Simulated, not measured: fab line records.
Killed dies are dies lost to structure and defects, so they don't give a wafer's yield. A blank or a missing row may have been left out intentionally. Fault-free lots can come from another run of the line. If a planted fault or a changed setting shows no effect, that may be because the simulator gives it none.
Struck lot and sound lot, side by side | flow n5 finfet | 15 steps out of a route of 1938
Sound: the wafers L157.3, L157.4, L157.5. Struck: wafer L149.3. (L149.2 of the same lot was not struck and is left out.) The cause comes at the end.
At each step with rows: each side's tool, then ch and its chambers, then its first start. Under that, the readings that differ: sound wafers | struck wafers | difference of the means | sigmas: that difference in standard deviations of wafers without a fault.
alike: words and numbers the same on both sides, and readings whose means are apart by under 2 such deviations; not compared: readings that were withheld, readings missing a value for some wafer, numbers with overlapping values and no deviation given by the record, and bounds like >300 which may hide the same value.
A row with sigmas, a row that says differs or no value, or rows on one side alone: a step with any of these is where the two part. Non-overlapping numbers with no deviation appear without sigmas and do not part them. Lack of a reading on every wafer of one side parts them only where that side has two or more wafers.

N5_BEOL_M10_STRIP_77: strips in N2/H2, time 10 s.
  sound: rie diel-01 ch 0,1; struck: rie diel-01 ch 3
  reading                         | sound          | struck | difference | sigmas
  rf vpp V (V)                    | 59.9 58.8 58.6 | 61.7   | +2.6       | +3
  showerhead plenum p Torr (Torr) | 2.40 2.59 2.40 | 2.68   | +0.22      | +3
  alike: bias power w, drypump motor current A, oes product au, throttle valve pct
  not compared: rf hours counter h
N5_BEOL_M10_OCD_MEAS_38:
  sound on ocd-01 at day 14 00:58; struck on ocd-01 at day 12 14:50
  alike: trench depth nm
then, 4 steps without rows for these wafers: N5_BEOL_M10_HM_STRIP_39 (strips TiN in peroxide tin strip, target depth 25 nm, time 158 s); N5_BEOL_M10_SRD_40 (time 30 s); N5_BEOL_M10_PRECLEAN_42 (cleans in residue remover, time 60 s); N5_BEOL_M10_SRD_43 (time 30 s).
N5_BEOL_M10_CD_MEAS_35: target cd 70 nm.
  sound on cd sem-03 at day 14 01:07; struck on cd sem-03 at day 12 14:59
  alike: cd nm
N5_BEOL_M10_CURE_72: cures SiCOH lowk, time 120 s.
  sound on uv cure-03 ch 2, day 14 01:15; struck on uv cure-03 ch 1, day 12 15:05
  alike: lamp power pct, wafer_temp_C_max
then, 1 step without rows for these wafers: N5_BEOL_M10_DEGAS_44 (time 60 s).
N5_BEOL_M10_PRE_CLEAN_45: time 30 s.
  sound on pvd sputter-01 at day 14 01:41; struck on pvd sputter-03 at day 12 15:29
  alike: heater power w, susceptor temp C
then, 1 step without rows for these wafers: N5_BEOL_M10_ALD_74 (deposits TaN, target thk 2 nm, pulse time 2 s, purge time 3 s).
N5_BEOL_M10_SURFACE_TREAT_76:
  sound on pvd sputter-02 at day 14 02:20; struck on pvd sputter-03 at day 12 15:55
  not compared: throttle valve pct
N5_BEOL_M10_CVD_75: deposits Co from CCTBA/H2, target thk 2 nm, time 138.9 s.
  sound on cvd co-02 ch 0,1, day 14 02:37; struck on cvd co-01 ch 0, day 12 15:59
  reading          | sound             | struck | difference | sigmas
  run length s (s) | 161.3 161.0 161.5 | 201.8  | +40.5      | +62
N5_BEOL_M10_SPUTTER_48: material Cu, target thk 12 nm, time 2 s.
  sound on pvd sputter-03 at day 14 03:40; struck on pvd sputter-01 at day 12 16:09
  reading                    | sound          | struck | difference | sigmas
  chuck gas flow sccm (sccm) | 1.19 1.25 1.24 | 1.36   | +0.13      | +3
  throttle valve pct (%)     | 32.0 31.2 31.1 | 29.8   | -1.6       | -2
  alike: susceptor temp C
following that, these wafers have no rows for 1 step: N5_PASSIVATION_PROBE_49.

== WHERE THEY PART ==
At N5_BEOL_M10_STRIP_77 first; at N5_BEOL_M10_SPUTTER_48 last (within this record only).

WHY: what the simulator had put in
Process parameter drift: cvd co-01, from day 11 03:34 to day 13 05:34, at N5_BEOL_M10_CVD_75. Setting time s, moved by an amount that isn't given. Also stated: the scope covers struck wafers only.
